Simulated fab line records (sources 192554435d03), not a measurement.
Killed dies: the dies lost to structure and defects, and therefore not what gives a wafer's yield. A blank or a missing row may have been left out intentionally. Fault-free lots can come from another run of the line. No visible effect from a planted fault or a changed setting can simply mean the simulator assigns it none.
The same fault as seen by 3 desks + flow n5 finfet + what lay behind the numbers comes last; until then each desk has only its own

## FOR THE TOOL OWNER'S DESK: cvd co-02
The tool's own readings at N5_BEOL_M4_CO_CAP_55 (material Co, precursor CCTBA/H2, target thk 2 nm, time 102.1 s): means of the sampled wafers that have a number, for each lot that ran on this tool. If a lot's mean is further than 4 standard deviations from the usual mean, the lot is out of limits and carries the mark OUT (the distance appears in the brackets).
Columns: A = heater power w at N5_BEOL_M4_CO_CAP_55, usual 249 W
| lot  | first seen here | A   |
|------|-----------------|-----|
| L141 | day 9 15:28     | 244 |
| L147 | day 10 19:28    | 229 |
| L155 | day 13 11:12    | 236 |
Finding of this desk: none of the 3 lots has anything out of limits.

## THE DEFECT DESK
Counts from the inspections along the route, per lot, as means over the sampled wafers that have a number. If a lot's mean is further than 4 standard deviations from the usual mean, the lot is out of limits and carries the mark OUT (the distance appears in the brackets).
Columns: A = raw defect count at N5_BEOL_M4_INSPECT_59, usual 74; B = raw defect count at N5_BEOL_M5_INSPECT_13, usual 434
| lot  | first seen here | A             | B              |
|------|-----------------|---------------|----------------|
| L142 | day 9 10:22     | 48            | 654            |
| L140 | day 9 12:59     | 111           | 373            |
| L141 | day 9 15:40     | 41            | 420            |
| L147 | day 10 19:40    | 84            | 504            |
| L155 | day 13 11:25    | 524 (+16) OUT | 800 (+4.1) OUT |
| L157 | day 13 14:38    | 97            | 469            |
| L160 | day 14 03:53    | 135           | 545            |
| L162 | day 15 02:01    | 71            | 431            |
| L163 | day 15 05:04    | 92            | 465            |
This desk's finding: out of limits on L155; first on L155, day 13 11:25 (raw defect count at N5_BEOL_M4_INSPECT_59). In limits: L142, L140, L141, L147, L157, L160, L162, L163.

## THE METROLOGY DESK
Means of the sampled wafers that have a number, per lot and without regard to the tool the lot ran on: this is what the gauges read. If a lot's mean is further than 4 standard deviations from the usual mean, the lot is out of limits and carries the mark OUT (the distance appears in the brackets). Shown here are 7 of its 11 readings, the ones lying furthest out on some lot.
Columns: A = M4_RS at N5_BEOL_M4_RS_MEAS_58, usual 0.682 ohm/sq; B = DIBL_N at N5_BEOL_M4_RC_MEAS_101, usual 36.0 mV/V; C = DIBL_P at N5_BEOL_M4_RC_MEAS_101, usual 36.2 mV/V; D = IOFF_N at N5_BEOL_M4_RC_MEAS_101, usual 0.16 nA/um; E = ION_N at N5_BEOL_M4_RC_MEAS_101, usual 672 uA/um; F = SS_N at N5_BEOL_M4_RC_MEAS_101, usual 71.4 mV/dec; G = VT_N at N5_BEOL_M4_RC_MEAS_101, usual 250 mV
| lot  | first seen here | A     | B    | C    | D    | E   | F    | G   |
|------|-----------------|-------|------|------|------|-----|------|-----|
| L142 | day 9 10:20     | 0.674 | 38.9 | 37.5 | 0.20 | 675 | 72.2 | 248 |
| L140 | day 9 12:58     | 0.681 | 35.0 | 35.5 | 0.15 | 677 | 71.1 | 249 |
| L141 | day 9 15:39     | 0.670 | 32.6 | 33.6 | 0.12 | 672 | 70.6 | 253 |
| L147 | day 10 19:38    | 0.658 | 35.7 | 36.0 | 0.16 | 681 | 71.0 | 249 |
| L155 | day 13 11:24    | 0.699 | 35.4 | 36.3 | 0.15 | 673 | 71.3 | 250 |
| L157 | day 13 14:36    | 0.664 | 33.5 | 32.0 | 0.10 | 652 | 70.3 | 256 |
| L160 | day 14 03:51    | 0.641 | 37.3 | 37.1 | 0.18 | 687 | 71.8 | 249 |
| L162 | day 15 01:59    | 0.676 | 36.5 | 38.5 | 0.19 | 689 | 71.9 | 248 |
| L163 | day 15 05:02    | 0.724 | 36.6 | 36.4 | 0.16 | 679 | 71.3 | 250 |
Finding of this desk: none of the 9 lots has anything out of limits.

## TAKEN TOGETHER
The defect desk could have raised an alarm at day 13 11:25, on L155.
The desk of the tool owner found nothing out of limits.
From the metrology desk's view, nothing was out of limits.
On record at the tool owner's desk: L155, within its limits.
The metrology desk has L155 on record, within its limits.
All the named lots went through N5_BEOL_M4_CO_CAP_55 on cvd co-02.

## WHAT WAS PUT IN BY THE SIMULATOR
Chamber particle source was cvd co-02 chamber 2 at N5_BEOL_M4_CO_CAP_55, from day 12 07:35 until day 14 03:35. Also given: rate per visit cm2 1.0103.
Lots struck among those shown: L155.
Hours from the fault's start to each desk's first reading out of limits: the defect desk, 28.
